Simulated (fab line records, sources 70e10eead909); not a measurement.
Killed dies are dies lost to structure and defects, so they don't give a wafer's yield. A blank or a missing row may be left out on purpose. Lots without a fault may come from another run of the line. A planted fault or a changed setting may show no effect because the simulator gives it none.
Chamber matching | flow nand_harc | NHARC_THIN_TSV_CMP_21 on cmp-03: 4 sister chambers
The step polishes, t overpolish 30 s, target thk 2000 nm. 8 wafers are shown with their chamber, then 7 later ones without.

WAFERS WITH THEIR CHAMBER
wafer  | chamber | motor_current_A (A) | overpolish_run_s (s)
L457.3 | 3       | 12.2                | 30.013
L460.5 | 1       | 15.1                | 29.995
L460.6 | 2       | 14.2                | 30.004
L461.1 | 0       | 11.6                | 30.004
L461.2 | 3       | 12.3                | 29.999
L461.6 | 1       | 14.6                | 30.007
L465.1 | 0       | 12.2                | 30.010
L465.2 | 2       | 13.4                | 29.993

WAFERS WITHOUT THEIR CHAMBER
wafer  | motor_current_A (A) | overpolish_run_s (s)
L465.6 | 15.0                | 29.990
L471.1 | 11.7                | 29.991
L471.4 | 15.0                | 29.997
L471.6 | 12.6                | 30.001
L473.4 | 11.8                | 30.009
L473.5 | 14.8                | 30.008
L473.6 | 12.0                | 30.006

WHICH CHAMBER EACH WENT THROUGH
wafer  | from the rows above          | in truth
L465.6 | can't be placed: 1 or 2      | 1
L471.1 | can't be placed: 0 or 3      | 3
L471.4 | 1                            | 1
L471.6 | can't be placed: 3 or 0 or 2 | 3
L473.4 | can't be placed: 0 or 3      | 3
L473.5 | can't be placed: 1 or 2      | 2
L473.6 | can't be placed: 0 or 3      | 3
Placed correctly: 1 of 7. Can't be placed from these rows: 6 (the true chamber is among the candidates in 6). Placed wrongly: 0.
How it was worked out, from the rows above alone: a wafer's distance from a chamber is the root of the sum, over the readings, of the square of ((its reading less the chamber's mean) divided by the reading's scatter). The wafer belongs to the nearest chamber; if the next one is less than 2 further off, it can't be placed. A chamber's mean is the mean of its shown wafers. The scatter: the root of (the sum of the squares of (reading less its chamber's mean) over the shown wafers, divided by (wafers less chambers)).
